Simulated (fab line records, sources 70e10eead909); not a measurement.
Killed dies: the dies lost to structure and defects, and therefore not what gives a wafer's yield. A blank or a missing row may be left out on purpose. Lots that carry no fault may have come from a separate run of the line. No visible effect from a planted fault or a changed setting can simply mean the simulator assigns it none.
Chamber matching :: flow nand_harc :: NHARC_P_CONTACT_CMP_01 on cmp-01: 4 sister chambers
The step polishes SiO2, target thk 200 nm. 4 wafers are shown with their chamber, then 11 later ones without.

WAFERS WITH THEIR CHAMBER
wafer: L084.3
chamber: 0
motor_current_A (A): 10.8

wafer: L085.1
chamber: 2
motor_current_A (A): 13.7

wafer: L085.6
chamber: 3
motor_current_A (A): 10.8

wafer: L088.3
chamber: 1
motor_current_A (A): 14.6

WAFERS MISSING THEIR CHAMBER
wafer: L088.4
motor_current_A (A): 10.7

wafer: L088.6
motor_current_A (A): 11.1

wafer: L091.1
motor_current_A (A): 13.3

wafer: L091.2
motor_current_A (A): 14.3

wafer: L091.3
motor_current_A (A): 10.7

wafer: L090.1
motor_current_A (A): 14.2

wafer: L090.2
motor_current_A (A): 13.6

wafer: L090.5
motor_current_A (A): 13.9

wafer: L095.2
motor_current_A (A): 14.0

wafer: L095.3
motor_current_A (A): 11.0

wafer: L095.6
motor_current_A (A): 11.4

CHAMBER TAKEN BY EACH
wafer: L088.4
from the rows above: can't be placed: 0 or 3
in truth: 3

wafer: L088.6
from the rows above: can't be placed: 0 or 3
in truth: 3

wafer: L091.1
from the rows above: 2
in truth: 2

wafer: L091.2
from the rows above: can't be placed: 1 or 2
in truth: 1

wafer: L091.3
from the rows above: can't be placed: 0 or 3
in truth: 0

wafer: L090.1
from the rows above: can't be placed: 1 or 2
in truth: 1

wafer: L090.2
from the rows above: 2
in truth: 2

wafer: L090.5
from the rows above: can't be placed: 2 or 1
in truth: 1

wafer: L095.2
from the rows above: can't be placed: 2 or 1
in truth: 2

wafer: L095.3
from the rows above: can't be placed: 0 or 3
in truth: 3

wafer: L095.6
from the rows above: can't be placed: 0 or 3
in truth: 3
2 of 11 placed correctly. Cannot be placed on the basis of these rows: 9; the candidates contain the true chamber in 9. Wrongly placed: 0.
How it was worked out, from the rows above alone: a wafer's distance from a chamber is the root of the sum, over the readings, of the square of ((its reading less the chamber's mean) divided by the reading's scatter). The wafer belongs to the nearest chamber; if the next one is less than 2 further off, it can't be placed. The mean given for a chamber averages the wafers shown for that chamber. The scatter: with one shown wafer a chamber, the root of the mean of the squares of how far each hidden wafer lies from its nearest shown one.
